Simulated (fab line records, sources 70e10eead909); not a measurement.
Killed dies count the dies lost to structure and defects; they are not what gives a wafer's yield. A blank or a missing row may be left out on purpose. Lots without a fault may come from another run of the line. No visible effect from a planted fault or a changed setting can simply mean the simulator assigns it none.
Comparing a struck lot with a sound one || flow nandHarc || 38 steps out of a route of 1159
Sound: these wafers, L323.2, L323.3, L323.6. Wafers L328.3, L328.4, L328.5 were the ones struck. At the end, the cause is stated.
Per side, at each step with rows, come the tool, then ch with its chambers, and then its first start. Under that, the readings that differ: sound wafers || struck wafers || difference of the means || sigmas: that difference in standard deviations of wafers without a fault.
alike: readings whose means differ by less than 2 such deviations, and words and numbers that are the same on both sides. not compared: withheld readings, readings that some wafer has no value for, bounds like >300 that may hide the same value, and numbers for which the record gives no deviation and whose values overlap.
Wherever a step has rows on one side only, a row that says differs or no value, or a row with sigmas, the two part there. When numbers do not overlap yet have no deviation, they are printed without sigmas and do not part them. A reading that every wafer of one side lacks parts them only if that side has two wafers or more.

first, 9 steps without rows for these wafers: NHARC_A_CHANNEL_HOLE_D1_DEP_00 (deposits aC, target thk 3100 nm); NHARC_A_CHANNEL_HOLE_D1_DEP_01 (deposits SiON, target thk 140 nm); NHARC_A_CHANNEL_HOLE_D1_DEHYDRATE_02 (time 120 s); NHARC_A_CHANNEL_HOLE_D1_HMDS_03 (time 30 s); NHARC_A_CHANNEL_HOLE_D1_COAT_36 (time 75 s); NHARC_A_CHANNEL_HOLE_D1_COAT_37 (time 65 s); NHARC_A_CHANNEL_HOLE_D1_COAT_04 (resist thk 90 nm); NHARC_A_CHANNEL_HOLE_D1_SOFTBAKE_05 (time 55 s); NHARC_A_CHANNEL_HOLE_D1_EBR_06.
NHARC_A_CHANNEL_HOLE_D1_EXPOSE_07: exposes mask HOLE D1, target cd 100 nm.
  sound on arfiScanner-01 ch 0, day 12 00:34; struck on arfiScanner-01 ch 0, day 12 18:20
{"reading": "exposureDoseMJCm2", "sound": "59.60 59.62 59.50", "struck": "43.28 43.16 43.23", "difference": -16.35, "sigmas": "-99 or more"}
  alike: mask
then, 2 steps without rows for these wafers: NHARC_A_CHANNEL_HOLE_D1_PEB_08 (peb time 65 s); NHARC_A_CHANNEL_HOLE_D1_DEVELOP_09 (develop time 35 s).
NHARC_A_CHANNEL_HOLE_D1_CD_MEAS_10: target cd 100 nm.
  sound on cdSem-03 ch 0, day 12 00:42; struck on cdSem-03 ch 0, day 12 18:28
{"reading": "cdNm (nm)", "sound": "100.2 99.8 99.5", "struck": "85.9 85.1 85.5", "difference": -14.3, "sigmas": -33}
NHARC_A_CHANNEL_HOLE_D1_DESCUM_15: chemistry O2, time 3 s.
  sound on rieDiel-10 ch 0,1, day 12 00:53; struck on rieDiel-02 ch 0,3, day 12 18:40
{"reading": "model.A_CHANNEL_HOLE_D1.cdNm (nm)", "sound": "99.89 99.47 99.52", "struck": "85.93 85.06 85.65", "difference": -14.08, "sigmas": ""}
  alike: drypumpMotorCurrentA, o2FlowSccm, oesProductAu, rfVppV, showerheadPlenumPTorr, throttleValvePct
  not compared: rfHoursCounterH
then, 4 steps without rows for these wafers: NHARC_A_CHANNEL_HOLE_D1_ETCH_38 (etches the open film in CF4, target depth 39 nm, time 65 s); NHARC_A_CHANNEL_HOLE_D1_ETCH_39 (etches the open film in N2/H2, target depth 260 nm, time 325 s); NHARC_A_CHANNEL_HOLE_D1_ETCH_34 (etches the open film in CF4/CHF3, target depth 154 nm, time 77 s); NHARC_A_CHANNEL_HOLE_D1_ETCH_16 (etches the open film in O2/COS, target depth 3100 nm, time 806 s).
NHARC_A_CHANNEL_HOLE_D1_CD_MEAS_18:
  sound on cdSem-01, day 12 02:13; struck on cdSem-02, day 12 19:58
{"reading": "cdNm (nm)", "sound": "99.2 97.7 98.9", "struck": "83.9 83.0 86.3", "difference": -14.2, "sigmas": -9}
then, 12 steps without rows for these wafers: NHARC_A_CHANNEL_HOLE_D1_ETCH_19 (etches the open film in C4F8/O2/Ar, time 34.5 s); NHARC_A_CHANNEL_HOLE_D1_ETCH_20 (etches the open film in C4F8/O2/Ar, time 361.9 s, target depth 1600 nm); NHARC_A_CHANNEL_HOLE_D1_ETCH_21 (etches the open film in C4F8/O2/Ar, time 514.3 s, target depth 1600 nm); NHARC_A_CHANNEL_HOLE_D1_ETCH_22 (etches the open film in C4F8/O2/Ar, time 666.7 s, target depth 1600 nm); NHARC_A_CHANNEL_HOLE_D1_ETCH_23 (etches the open film in C4F8/O2/Ar, time 819 s, target depth 1600 nm); NHARC_A_CHANNEL_HOLE_D1_ETCH_24 (etches the open film in C4F8/O2/Ar, time 906.2 s, target depth 1500 nm); NHARC_A_CHANNEL_HOLE_D1_ETCH_25 (etches the open film in C4F8/O2/Ar, time 1040.2 s, target depth 1500 nm); NHARC_A_CHANNEL_HOLE_D1_ETCH_26 (etches the open film in C4F8/O2/Ar, time 224.1 s, target depth 300 nm); NHARC_A_CHANNEL_HOLE_D1_ETCH_33 (etches the open film in C4F8/O2/Ar, time 90 s, target depth 400 nm); NHARC_A_CHANNEL_HOLE_D1_STRIP_41 (strips in N2/H2); NHARC_A_CHANNEL_HOLE_D1_STRIP_42 (strips in CF4/CHF3); NHARC_A_CHANNEL_HOLE_D1_STRIP_43 (strips in O2/COS).
NHARC_A_CHANNEL_HOLE_D1_ETCH_44: etches the open film in CF4/O2, target depth 140 nm, overetch 14 nm, time 77 s.
  sound on rieDiel-10 ch 0,2,3, day 12 07:02; struck on rieDiel-01 ch 2,3, day 13 03:05
{"reading": "model.A_CHANNEL_HOLE_D1.cdNm (nm)", "sound": "90.09 88.18 89.55", "struck": "76.53 76.43 76.89", "difference": -12.66, "sigmas": ""}
  alike: drypumpMotorCurrentA, o2FlowSccm, oesProductAu, rfVppV, showerheadPlenumPTorr, throttleValvePct
  not compared: rfHoursCounterH
then, 3 steps without rows for these wafers: NHARC_A_CHANNEL_HOLE_D1_STRIP_27 (strips in O2); NHARC_A_CHANNEL_HOLE_D1_PRECLEAN_28 (cleans in SC1); NHARC_A_CHANNEL_HOLE_D1_SRD_29.
NHARC_A_CHANNEL_HOLE_D1_CD_MEAS_30:
  sound on cdSem-01, day 12 07:49; struck on cdSem-01, day 13 03:53
{"reading": "cdNm (nm)", "sound": "90.5 88.6 89.7", "struck": "76.0 76.4 76.6", "difference": -13.3, "sigmas": -15}
NHARC_A_CHANNEL_HOLE_D1_XSEM_31:
  sound on xsem-02 ch 0, day 12 07:55; struck on xsem-02 ch 0, day 13 03:59
{"reading": "botCdNm (nm)", "sound": "75.2 73.6 74.6", "struck": "60.4 61.2 60.2", "difference": -13.9, "sigmas": -13}
  alike: bowNm, tiltDeg
-- jump in the record: it breaks off in module A_CHANNEL_HOLE_D1 and resumes in module END (first step shown: number 1158 of the route), and 11 days separate the struck wafers' starts before and after --
NHARC_END_WLT_00:
  sound on prober-01, day 22 09:25; struck on prober-02, day 24 06:07
{"reading": "VT_DECK1_BOTTOM", "sound": "0.867 0.867 0.866", "struck": "0.823 0.822 0.822", "difference": -0.044, "sigmas": -7}
{"reading": "VT_DECK1_BOTTOM_INNER", "sound": "0.875 0.868 0.874", "struck": "0.818 0.825 0.820", "difference": -0.051, "sigmas": -9}
{"reading": "VT_DECK1_MEDIAN_NEAR_BOTTOM", "sound": "0.881 0.870 0.869", "struck": "0.820 0.823 0.823", "difference": -0.051, "sigmas": -9}
{"reading": "VT_DECK1_MEDIAN_NEAR_BOTTOM_INNER", "sound": "0.874 0.867 0.868", "struck": "0.817 0.826 0.819", "difference": -0.049, "sigmas": -7}
{"reading": "VT_DECK1_MIDDLE", "sound": "0.887 0.884 0.883", "struck": "0.840 0.837 0.838", "difference": -0.046, "sigmas": -8}
{"reading": "VT_DECK1_MIDDLE_INNER", "sound": "0.880 0.884 0.882", "struck": "0.839 0.843 0.831", "difference": -0.044, "sigmas": -8}
{"reading": "VT_DECK1_TOP", "sound": "0.901 0.897 0.899", "struck": "0.853 0.851 0.860", "difference": -0.044, "sigmas": -7}
{"reading": "VT_DECK1_TOP_INNER", "sound": "0.895 0.897 0.903", "struck": "0.856 0.848 0.851", "difference": -0.047, "sigmas": -7}

## WHERE THEY PART
At NHARC_A_CHANNEL_HOLE_D1_EXPOSE_07 first; at NHARC_END_WLT_00 last (within this record only).

WHY: what had been put in by the simulator
Process parameter drift: arfiScanner-01, from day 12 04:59 on, at NHARC_A_CHANNEL_HOLE_D1_EXPOSE_07. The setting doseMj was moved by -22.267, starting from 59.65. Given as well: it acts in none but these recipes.
